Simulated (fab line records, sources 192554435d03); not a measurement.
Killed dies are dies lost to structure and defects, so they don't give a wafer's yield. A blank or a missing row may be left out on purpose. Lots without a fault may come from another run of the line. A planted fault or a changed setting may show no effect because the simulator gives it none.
Chamber matching | flow n5_finfet | N5_PMOS_HMC_CHANNEL_EPI_FIN_RECESS_16 on rie_si-01: 4 sister chambers
The step chemistry HBr/Cl2, target Si, target depth 54 nm, time 18 s. 20 wafers are shown with their chamber, then 10 later ones without.

WAFERS WITH THEIR CHAMBER
wafer  | chamber | drypump_motor_current_A (A) | oes_product_au (a.u.) | mfc_cl2_sccm (sccm)
L074.1 | 2       | 5.8                         | 0.996                 | 80.25
L074.3 | 3       | 5.5                         | 0.977                 | 80.31
L074.5 | 2       | 5.8                         | 0.994                 | 80.27
L076.1 | 2       | 5.9                         | 0.990                 | 79.90
L076.2 | 3       | 5.5                         | 0.975                 | 80.02
L076.3 | 1       | 5.6                         | 0.962                 | 80.20
L080.2 | 0       | 5.8                         | 1.020                 | 79.75
L080.3 | 1       | 5.5                         | 0.968                 | 80.01
L080.6 | 2       | 5.8                         | 0.989                 | 79.74
L082.1 | 3       | 5.5                         | 0.972                 | 80.13
L082.3 | 0       | 5.8                         | 1.026                 | 80.20
L082.6 | 3       | 5.5                         | 0.976                 | 80.33
L086.1 | 2       | 5.9                         | 0.998                 | 79.96
L086.4 | 0       | 5.8                         | 1.017                 | 79.86
L086.5 | 1       | 5.5                         | 0.965                 | 80.32
L088.1 | 2       | 5.8                         | 1.002                 | 79.73
L088.2 | 1       | 5.6                         | 0.971                 | 80.20
L088.4 | 3       | 5.5                         | 0.987                 | 80.35
L089.1 | 1       | 5.5                         | 0.962                 | 80.03
L089.3 | 2       | 5.9                         | 0.993                 | 79.84

SIGNATURES (means of the wafers above)
reading                 | chamber 0 | chamber 1 | chamber 2 | chamber 3 | scatter within a chamber
drypump_motor_current_A | 5.800     | 5.540     | 5.843     | 5.500     | 0.0427
oes_product_au          | 1.02100   | 0.96560   | 0.99457   | 0.97740   | 0.00472
mfc_cl2_sccm            | 79.9367   | 80.1520   | 79.9557   | 80.2280   | 0.187
Rule: a wafer's distance from a chamber is the root of the sum, over the readings, of the square of ((its reading less the chamber's mean) divided by the reading's scatter). The wafer belongs to the nearest chamber; if the next one is less than 2 further off, it can't be placed. The scatter: the root of (the sum of the squares of (reading less its chamber's mean) over the shown wafers, divided by (wafers less chambers)).

WAFERS WITHOUT THEIR CHAMBER
wafer  | drypump_motor_current_A (A) | oes_product_au (a.u.) | mfc_cl2_sccm (sccm)
L089.6 | 5.8                         | 1.026                 | 80.11
L090.1 | 5.8                         | 1.002                 | 80.49
L090.4 | 5.5                         | 0.968                 | 80.13
L090.6 | 5.7                         | 1.033                 | 79.62
L091.4 | 5.5                         | 0.967                 | 79.98
L091.5 | 5.5                         | 0.964                 | 79.76
L091.6 | 5.9                         | 1.007                 | 80.21
L095.1 | 5.6                         | 0.961                 | 79.94
L095.3 | 5.5                         | 0.977                 | 79.94
L095.6 | 5.8                         | 1.020                 | 80.10

WHICH CHAMBER EACH WENT THROUGH
wafer  | from the rows above     | in truth
L089.6 | 0                       | 0
L090.1 | can't be placed: 2 or 0 | 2
L090.4 | can't be placed: 1 or 3 | 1
L090.6 | 0                       | 0
L091.4 | can't be placed: 1 or 3 | 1
L091.5 | can't be placed: 1 or 3 | 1
L091.6 | can't be placed: 2 or 0 | 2
L095.1 | 1                       | 1
L095.3 | can't be placed: 3 or 1 | 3
L095.6 | 0                       | 0
Placed correctly: 4 of 10. Can't be placed from these rows: 6 (the true chamber is among the candidates in 6). Placed wrongly: 0.
